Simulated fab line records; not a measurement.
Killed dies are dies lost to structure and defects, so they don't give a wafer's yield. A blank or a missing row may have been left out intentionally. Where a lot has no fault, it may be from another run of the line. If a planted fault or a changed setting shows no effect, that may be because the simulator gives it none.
Matching of chambers    flow n5_finfet    rie_diel-01 running N5_BEOL_M2_STRIP_97: 4 sister chambers
The step strips in N2/H2, time 10 s. 4 wafers are shown with their chamber, then 9 later ones without.

EACH WAFER AND ITS CHAMBER
wafer   chamber  drypump_motor_current_A (A)
L154.6  3        6.1
L159.5  0        5.5
L158.4  1        5.5
L158.6  2        5.9

WAFERS WITH NO CHAMBER GIVEN
wafer   drypump_motor_current_A (A)
L160.1  5.5
L160.4  5.8
L160.5  5.5
L161.1  5.5
L161.4  5.9
L161.5  5.4
L165.1  5.5
L165.3  5.9
L165.5  5.5

THE CHAMBER EACH PASSED THROUGH
wafer   from the rows above      in truth
L160.1  can't be placed: 0 or 1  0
L160.4  2                        2
L160.5  can't be placed: 0 or 1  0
L161.1  can't be placed: 0 or 1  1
L161.4  2                        2
L161.5  can't be placed: 0 or 1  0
L165.1  can't be placed: 0 or 1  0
L165.3  2                        2
L165.5  can't be placed: 0 or 1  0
Correct placement for 3 of the 9. Unplaceable from these rows: 6, with the true chamber sitting among the candidates in 6. Number placed wrongly: 0.
How it was worked out, from the rows above alone: a wafer's distance from a chamber is the root of the sum, over the readings, of the square of ((its reading less the chamber's mean) divided by the reading's scatter). If the next closest chamber is less than 2 further off than the closest, the wafer can't be placed; otherwise it belongs to the closest. A chamber's mean is the mean of its shown wafers. The scatter (one wafer shown for each chamber): square how far every hidden wafer sits from the nearest shown wafer, average those squares and take the square root.
